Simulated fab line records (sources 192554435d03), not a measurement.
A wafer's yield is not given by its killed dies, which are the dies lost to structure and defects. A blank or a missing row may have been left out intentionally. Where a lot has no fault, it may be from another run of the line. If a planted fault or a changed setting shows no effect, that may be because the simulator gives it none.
Chamber matching / flow n5 finfet / N5_MOL_CONTACT_COAG_CO_FILL_22 on cvd co-02 has 3 sister chambers
The step material Co, precursor CCTBA/H2, target thk 20 nm. 30 wafers are shown with their chamber, then 12 later ones without.

## EACH WAFER AND ITS CHAMBER
wafer=L074.3; chamber=2; heater power w (W)=239
wafer=L074.4; chamber=0; heater power w (W)=223
wafer=L074.6; chamber=1; heater power w (W)=235
wafer=L076.1; chamber=2; heater power w (W)=240
wafer=L076.2; chamber=1; heater power w (W)=229
wafer=L076.3; chamber=0; heater power w (W)=217
wafer=L076.4; chamber=2; heater power w (W)=240
wafer=L076.5; chamber=0; heater power w (W)=217
wafer=L076.6; chamber=1; heater power w (W)=230
wafer=L077.1; chamber=2; heater power w (W)=244
wafer=L077.2; chamber=1; heater power w (W)=234
wafer=L077.6; chamber=1; heater power w (W)=233
wafer=L078.3; chamber=1; heater power w (W)=224
wafer=L078.5; chamber=1; heater power w (W)=232
wafer=L078.6; chamber=2; heater power w (W)=236
wafer=L081.1; chamber=2; heater power w (W)=243
wafer=L081.3; chamber=0; heater power w (W)=215
wafer=L081.6; chamber=2; heater power w (W)=245
wafer=L084.1; chamber=1; heater power w (W)=232
wafer=L084.4; chamber=2; heater power w (W)=243
wafer=L084.6; chamber=0; heater power w (W)=221
wafer=L087.1; chamber=2; heater power w (W)=237
wafer=L087.4; chamber=1; heater power w (W)=231
wafer=L087.5; chamber=0; heater power w (W)=218
wafer=L090.2; chamber=0; heater power w (W)=214
wafer=L090.4; chamber=0; heater power w (W)=223
wafer=L090.6; chamber=2; heater power w (W)=242
wafer=L091.2; chamber=1; heater power w (W)=233
wafer=L091.4; chamber=2; heater power w (W)=236
wafer=L091.5; chamber=1; heater power w (W)=225

SIGNATURES, as means of the wafers listed above
reading=heater power w; chamber 0=218.50; chamber 1=230.73; chamber 2=240.45; scatter within a chamber=3.39
Rule: a wafer lies at a distance from a chamber equal to the root of the sum of squares, over the readings, of (its reading less the chamber's mean, divided by the reading's scatter). If the next closest chamber is less than 2 further off than the closest, the wafer can't be placed; otherwise it belongs to the closest. How the scatter is found: for the shown wafers, subtract from each reading the mean of its chamber, square and add these, divide the total by (wafers less chambers), then take the root.

## WAFERS WITH NO CHAMBER GIVEN
wafer=L094.1; heater power w (W)=215
wafer=L094.2; heater power w (W)=239
wafer=L094.3; heater power w (W)=237
wafer=L094.4; heater power w (W)=226
wafer=L094.5; heater power w (W)=239
wafer=L094.6; heater power w (W)=235
wafer=L096.1; heater power w (W)=218
wafer=L096.2; heater power w (W)=242
wafer=L096.3; heater power w (W)=229
wafer=L096.4; heater power w (W)=229
wafer=L096.5; heater power w (W)=223
wafer=L096.6; heater power w (W)=243

## WHICH CHAMBER EACH ONE RAN IN
wafer=L094.1; from the rows above=0; in truth=0
wafer=L094.2; from the rows above=2; in truth=2
wafer=L094.3; from the rows above=can't be placed: 2 or 1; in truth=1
wafer=L094.4; from the rows above=can't be placed: 1 or 0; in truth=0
wafer=L094.5; from the rows above=2; in truth=2
wafer=L094.6; from the rows above=can't be placed: 1 or 2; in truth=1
wafer=L096.1; from the rows above=0; in truth=0
wafer=L096.2; from the rows above=2; in truth=2
wafer=L096.3; from the rows above=1; in truth=1
wafer=L096.4; from the rows above=1; in truth=1
wafer=L096.5; from the rows above=can't be placed: 0 or 1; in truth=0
wafer=L096.6; from the rows above=2; in truth=2
Correctly placed: 8 of 12. Not placeable from these rows: 4 (in 4, the candidates include the true chamber). Placed wrongly: 0.
